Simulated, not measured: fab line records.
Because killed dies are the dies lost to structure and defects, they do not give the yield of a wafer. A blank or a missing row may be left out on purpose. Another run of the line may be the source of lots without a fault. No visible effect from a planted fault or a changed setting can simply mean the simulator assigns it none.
8D (eight disciplines) problem report, filled in by code / flow nand-harc / the parts of the form that need people (team, actions taken, sign-off) are left out

1. PROBLEM STATEMENT
At NHARC_A_CHANNEL_FILL_D1_ALD_15, susceptor-temp-C averages 659.17 C over 6 wafers from 2 lots, while fault-free wafers read 630.02 C, standard deviation 0.27. So: +99 or more standard deviations from the usual mean.
The step: deposits SiNx, target thk 2 nm, pulse time 60 s, ald cycles 19.
Earliest sighting: wafer L396.1 on ald-sin-batch-01 at day 15 11:47. Wafers with a number at this step in the record: 27, from 9 lots. Rule for "out" (also "out of limits"): further than 4 standard deviations from the usual mean. The rest of the wafers with a number are treated as sound.

2. WHAT IT IS; WHAT IT IS NOT
question=which readings at this step | is=susceptor-temp-C | is not=-
question=which lots | is=L396, L397 | is not=L384, L385, L386, L387, L401, L402, L403
question=which wafers of those lots | is=all that have a number | is not=-
question=read on which tools | is=ald-sin-batch-01 | is not=ald-sin-batch-02, ald-sin-batch-03
question=when | is=from day 15 11:47 | is not=up to then (12 sound wafers); but 9 sound wafers of L401, L402, L403 came after

3. THE SUSPECTS, EACH WITH WHAT RULES IT OUT
Counting: any tool at a process step up to the reading is kept as a suspect provided that every lot that is out went through it and no sound lot did after the first of them.
- ald-sin-batch-02 at NHARC_A_CHANNEL_FILL_D1_ALD_03 (deposits SiNx, target thk 6 nm, pulse time 60 s, ald cycles 58): kept. It ran every lot that is out, first L396 (day 15 11:47), and no sound lot after that. With no start given for some of its lots, NHARC_A_CHANNEL_FILL_D1_ALD_03 uses the hours and lot order of NHARC_A_CHANNEL_FILL_D1_ALD_15.
- ald-sin-batch-01 at NHARC_A_CHANNEL_FILL_D1_ALD_15 (deposits SiNx, target thk 2 nm, pulse time 60 s, ald cycles 19): ruled out as a lasting fault. After its first lot that is out, L396 (day 15 11:47), sound lots L402 ran on it.
Left after counting: ald-sin-batch-02 at NHARC_A_CHANNEL_FILL_D1_ALD_03.

4. THE CAUSE (what the simulator had put in)
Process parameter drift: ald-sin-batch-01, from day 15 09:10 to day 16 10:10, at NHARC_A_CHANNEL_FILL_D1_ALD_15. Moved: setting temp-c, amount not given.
Counting ruled it out, wrongly.

5. THE EFFECT CHAIN, in route order
Each row: a reading whose mean over the struck wafers that have a number lies more than 3 standard deviations from the usual. Readings are gone through only where the record gives a usual standard deviation; hours: the median, over the lots, of the time from a lot's start at the first step in this table giving one to that lot's start at this step; sigmas: the change measured in usual standard deviations.
hours=0; step=NHARC_A_CHANNEL_FILL_D1_ALD_15; reading=susceptor-temp-C; usual=630.02 C; on struck wafers=659.17; change=+29.15; sigmas=+99 or more
Process steps it contains:
- NHARC_A_CHANNEL_FILL_D1_ALD_15: deposits SiNx, target thk 2 nm, pulse time 60 s, ald cycles 19.

6. HOW IT WOULD HAVE BEEN CAUGHT EARLIER
3 hours passed between the start of the fault at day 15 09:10 and the first reading out of limits in this record, taken at day 15 11:47.
